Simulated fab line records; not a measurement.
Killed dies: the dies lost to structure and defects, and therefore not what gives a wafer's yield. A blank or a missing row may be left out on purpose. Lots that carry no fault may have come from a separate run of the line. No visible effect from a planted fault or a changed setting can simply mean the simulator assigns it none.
One fault through the eyes of 2 desks || flow n5-finfet || each desk has only its own numbers; what lay behind them comes last

## AT THE TOOL OWNER'S DESK: pvd-sputter-02
The tool's own readings at N5_BEOL_M15_SPUTTER_44 (material Ta, target thk 15 nm, time 24.19 s): means of the sampled wafers that have a number, for each lot that ran on this tool. Marked OUT: a lot whose mean sits more than 4 standard deviations from the usual mean, which makes it out of limits; the brackets give that distance.
Columns: A = substrate-temp-c at N5_BEOL_M15_SPUTTER_44, usual 49.98 C; B = throttle-valve-pct at N5_BEOL_M15_SPUTTER_44, usual 30.3 %
{"lot": "L155", "first seen here": "day 12 05:57", "A": 50.08, "B": 30.7}
{"lot": "L161", "first seen here": "day 14 07:49", "A": 50.01, "B": 30.1}
{"lot": "L168", "first seen here": "day 16 14:13", "A": 50.06, "B": 30.4}
This desk's finding: nothing out of limits on any of the 3 lots.

## FROM THE METROLOGY DESK
Means of the sampled wafers that have a number, per lot and without regard to the tool the lot ran on: this is what the gauges read. Marked OUT: a lot whose mean sits more than 4 standard deviations from the usual mean, which makes it out of limits; the brackets give that distance.
Columns: A = cd-nm at N5_BEOL_M15_CD_MEAS_17, usual 361.2 nm
{"lot": "L155", "first seen here": "day 12 02:34", "A": 363.0}
{"lot": "L157", "first seen here": "day 12 13:45", "A": 360.4}
{"lot": "L160", "first seen here": "day 13 01:49", "A": 362.9}
{"lot": "L158", "first seen here": "day 13 16:59", "A": 362.3}
{"lot": "L159", "first seen here": "day 13 17:08", "A": 363.3}
{"lot": "L161", "first seen here": "day 14 04:53", "A": 362.6}
{"lot": "L162", "first seen here": "day 14 21:59", "A": 360.7}
{"lot": "L168", "first seen here": "day 16 10:32", "A": 362.1}
{"lot": "L174", "first seen here": "day 17 13:10", "A": 360.2}
{"lot": "L176", "first seen here": "day 17 18:50", "A": 361.8}
{"lot": "L177", "first seen here": "day 18 13:38", "A": 361.8}
This desk's finding: nothing out of limits on any of the 11 lots.

## TAKEN TOGETHER
The tool owner's desk saw nothing out of limits.
At the metrology desk, nothing out of limits was observed.

## WHAT HAD BEEN PUT IN BY THE SIMULATOR
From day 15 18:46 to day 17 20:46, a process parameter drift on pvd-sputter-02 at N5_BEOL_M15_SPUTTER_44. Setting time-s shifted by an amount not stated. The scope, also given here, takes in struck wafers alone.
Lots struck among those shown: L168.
